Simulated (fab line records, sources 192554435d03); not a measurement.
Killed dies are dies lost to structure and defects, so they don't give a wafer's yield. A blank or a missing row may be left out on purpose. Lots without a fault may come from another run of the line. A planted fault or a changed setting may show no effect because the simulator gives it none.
Which tool did it? | flow n5_finfet | 9 lots, 26 wafers sampled, at 4 steps of a route of 1938

WHAT THE GAUGES READ, wafer by wafer
The record holds no reading of a measuring or inspecting step that can be judged against a usual standard deviation.

WHICH TOOL RAN EACH LOT (tool, then ch and the chambers of the sampled wafers, then the start)
lot  | N5_SDB_HM_OPEN_20                 | N5_DUMMY_REMOVAL_HM_STRIP_01      | N5_DUMMY_REMOVAL_STRIP_10         | N5_DUMMY_REMOVAL_PRECLEAN_08
L268 | rie_diel-05 ch 0,3, day 3 22:50   | rie_diel-01 ch 0,2, day 4 03:44   | rie_diel-01 ch 0,2, day 4 03:46   | remote_plasma-01 ch 0, day 4 04:00
L269 | rie_diel-04 ch 2,3, day 4 02:22   | rie_diel-03 ch 1,2, day 4 06:25   | rie_diel-03 ch 1,2, day 4 06:27   | remote_plasma-02 ch 1, day 4 06:41
L270 | rie_diel-05 ch 1,2, day 4 09:46   | rie_diel-03 ch 0,1,3, day 4 14:08 | rie_diel-03 ch 0,1,3, day 4 14:10 | remote_plasma-02 ch 0, day 4 14:22
L271 | rie_diel-06 ch 0,1, day 4 15:50   | rie_diel-02 ch 0,1, day 4 20:19   | rie_diel-02 ch 0,1, day 4 20:22   | remote_plasma-01 ch 1, day 4 20:37
L272 | rie_diel-05 ch 1,2,3, day 5 01:27 | rie_diel-01 ch 0,1,3, day 5 05:34 | rie_diel-01 ch 0,1,3, day 5 05:35 | remote_plasma-01 ch 1, day 5 05:47
L278 | rie_diel-05 ch 0,2,3, day 6 07:50 | rie_diel-03 ch 2,3, day 6 12:14   | rie_diel-03 ch 2,3, day 6 12:16   | remote_plasma-02 ch 1, day 6 12:28
L281 | rie_diel-05 ch 0,1, day 7 02:43   | rie_diel-02 ch 1,2, day 7 06:40   | rie_diel-02 ch 1,2, day 7 06:42   | remote_plasma-01 ch 0, day 7 06:54
L283 | rie_diel-06 ch 0,2,3, day 7 11:14 | rie_diel-03 ch 2,3, day 7 14:57   | rie_diel-03 ch 2,3, day 7 14:59   | remote_plasma-02 ch 0, day 7 15:13
L290 | rie_diel-04 ch 0,2,3, day 9 11:23 | rie_diel-02 ch 2,3, day 9 15:26   | rie_diel-02 ch 2,3, day 9 15:29   | remote_plasma-02 ch 1, day 9 15:44
- N5_SDB_HM_OPEN_20: chemistry CH3F/O2, target SiNx, stops on poly-Si, target depth 24 nm.
- N5_DUMMY_REMOVAL_HM_STRIP_01: strips SiNx in CH3F/O2, stops on poly-Si, target depth 4 nm, time 6.8 s.
- N5_DUMMY_REMOVAL_STRIP_10: strips in N2/H2, time 40 s.
- N5_DUMMY_REMOVAL_PRECLEAN_08: cleans in NF3:NH3, afs cycles 2, time 20 s, sublimation time 60 s.

WHAT THE TOOLS THEMSELVES READ (means of the sampled wafers that have a number; where no wafer has one, the mark that the record gives instead)
N5_SDB_HM_OPEN_20. Usual: O2_flow_sccm 20.01 sccm, standard deviation 0.058; drypump_motor_current_A 5.74 A, standard deviation 0.24; oes_product_au 0.67 a.u., standard deviation 0.073; rf_vpp_V 298 V, standard deviation 5.8; showerhead_plenum_p_Torr 2.03 Torr, standard deviation 0.068; throttle_valve_pct 16.27 %, standard deviation 0.26.
lot  | tool        | O2_flow_sccm (sccm) | drypump_motor_current_A (A) | oes_product_au (a.u.) | rf_vpp_V (V) | showerhead_plenum_p_Torr (Torr) | throttle_valve_pct (%) | flag
L268 | rie_diel-05 | 20.02               | 5.79                        | 0.61                  | 293          | 2.01                            | 16.39                  |
L269 | rie_diel-04 | 20.01               | 5.64                        | 0.65                  | 300          | 1.99                            | 16.57                  |
L270 | rie_diel-05 | 20.02               | 5.92                        | 0.62                  | 296          | 2.04                            | 16.28                  |
L271 | rie_diel-06 | 20.00               | 5.59                        | 0.74                  | 299          | 2.07                            | 16.19                  |
L272 | rie_diel-05 | 20.04               | 5.94                        | 0.61                  | 295          | 2.02                            | 16.41                  |
L278 | rie_diel-05 | 19.99               | 5.87                        | 0.65                  | 294          | 2.01                            | 16.36                  |
L281 | rie_diel-05 | 20.04               | 5.69                        | 0.71                  | 296          | 2.03                            | 15.89                  |
L283 | rie_diel-06 | 19.94               | 5.53                        | 0.67                  | 299          | 2.11                            | 16.20                  |
L290 | rie_diel-04 | 20.02               | 5.63                        | 0.61                  | 301          | 2.00                            | 16.50                  |

N5_DUMMY_REMOVAL_HM_STRIP_01. Usual: O2_flow_sccm 20.00 sccm, standard deviation 0.055; drypump_motor_current_A 5.7 A, standard deviation 0.37; oes_product_au 0.62 a.u., standard deviation 0.055; rf_vpp_V 127.4 V, standard deviation 1; showerhead_plenum_p_Torr 2.00 Torr, standard deviation 0.068; throttle_valve_pct 16.51 %, standard deviation 0.2.
lot  | tool        | O2_flow_sccm (sccm) | drypump_motor_current_A (A) | oes_product_au (a.u.) | rf_vpp_V (V) | showerhead_plenum_p_Torr (Torr) | throttle_valve_pct (%) | flag
L268 | rie_diel-01 | 19.95               | 5.6                         | 0.61                  | 127.4        | 2.03                            | 16.55                  |
L269 | rie_diel-03 | 20.01               | 5.5                         | 0.62                  | 126.3        | 1.96                            | 16.60                  |
L270 | rie_diel-03 | 19.96               | 5.6                         | 0.61                  | 127.6        | 1.96                            | 16.59                  |
L271 | rie_diel-02 | 20.04               | 5.7                         | 0.65                  | 128.1        | 2.04                            | 16.30                  |
L272 | rie_diel-01 | 20.06               | 6.0                         | 0.61                  | 126.4        | 1.97                            | 16.49                  |
L278 | rie_diel-03 | 20.03               | 5.4                         | 0.61                  | 127.5        | 1.99                            | 16.64                  |
L281 | rie_diel-02 | 19.95               | 5.7                         | 0.59                  | 127.8        | 2.03                            | 16.59                  |
L283 | rie_diel-03 | 20.03               | 5.4                         | 0.61                  | 127.3        | 2.00                            | 16.61                  |
L290 | rie_diel-02 | 19.96               | 5.2                         | 0.70                  | 128.6        | 2.10                            | 16.53                  |

N5_DUMMY_REMOVAL_STRIP_10. Usual: drypump_motor_current_A 5.7 A, standard deviation 0.37; h2_flow_sccm 300.0 sccm, standard deviation 0.9; oes_product_au 0.77 a.u., standard deviation 0.07; rf_vpp_V 45.1 V, standard deviation 0.77; showerhead_plenum_p_Torr 3.38 Torr, standard deviation 0.1; temp_c 40.02 C, standard deviation 0.12; throttle_valve_pct 12.42 %, standard deviation 0.22.
lot  | tool        | drypump_motor_current_A (A) | h2_flow_sccm (sccm) | oes_product_au (a.u.) | rf_vpp_V (V) | showerhead_plenum_p_Torr (Torr) | temp_c (C) | throttle_valve_pct (%) | flag
L268 | rie_diel-01 | 5.6                         | 299.6               | 0.76                  | 45.0         | 3.44                            | 39.98      | 12.44                  |
L269 | rie_diel-03 | 5.5                         | 299.3               | 0.76                  | 45.5         | 3.32                            | 39.85      | 12.44                  |
L270 | rie_diel-03 | 5.6                         | 298.9               | 0.75                  | 45.4         | 3.32                            | 40.09      | 12.55                  |
L271 | rie_diel-02 | 5.7                         | 299.5               | 0.80                  | 44.7         | 3.46                            | 39.98      | 12.19                  |
L272 | rie_diel-01 | 6.1                         | 300.0               | 0.76                  | 44.1         | 3.34                            | 40.01      | 12.45                  |
L278 | rie_diel-03 | 5.4                         | 300.3               | 0.77                  | 45.4         | 3.36                            | 40.09      | 12.50                  |
L281 | rie_diel-02 | 5.7                         | 300.7               | 0.72                  | 45.3         | 3.42                            | 40.10      | 12.46                  |
L283 | rie_diel-03 | 5.4                         | 299.7               | 0.77                  | 45.1         | 3.35                            | 39.94      | 12.44                  |
L290 | rie_diel-02 | 5.3                         | 299.4               | 0.86                  | 45.4         | 3.50                            | 40.02      | 12.25                  |

N5_DUMMY_REMOVAL_PRECLEAN_08. Usual: temp_c 30.02 C, standard deviation 0.1.
lot  | tool             | temp_c (C) | flag
L268 | remote_plasma-01 | 30.03      |
L269 | remote_plasma-02 | 30.10      |
L270 | remote_plasma-02 | 29.98      |
L271 | remote_plasma-01 | 29.94      |
L272 | remote_plasma-01 | 29.88      |
L278 | remote_plasma-02 | 29.90      |
L281 | remote_plasma-01 | 30.19      |
L283 | remote_plasma-02 | 30.12      |
L290 | remote_plasma-02 | 30.06      |

THE ANSWER, worked out from the rows above alone
Rule: a lot is off if the mean of its wafers that have a number lies more than 3 standard deviations from the usual mean. A lot without any number at a reading at which 4 lots or more have one is off too. The other lots that the step has rows for count as sound. The gauges are gone through in route order, then the tools' own readings, and for those a lot's mean is taken as printed above. The first step at which some lot is off is used, and at that step the reading that is off furthest; a lot without a number counts as furthest.
No lot is off at any reading shown: from this, nothing can be told.

WHAT THE SIMULATOR HAD PUT IN
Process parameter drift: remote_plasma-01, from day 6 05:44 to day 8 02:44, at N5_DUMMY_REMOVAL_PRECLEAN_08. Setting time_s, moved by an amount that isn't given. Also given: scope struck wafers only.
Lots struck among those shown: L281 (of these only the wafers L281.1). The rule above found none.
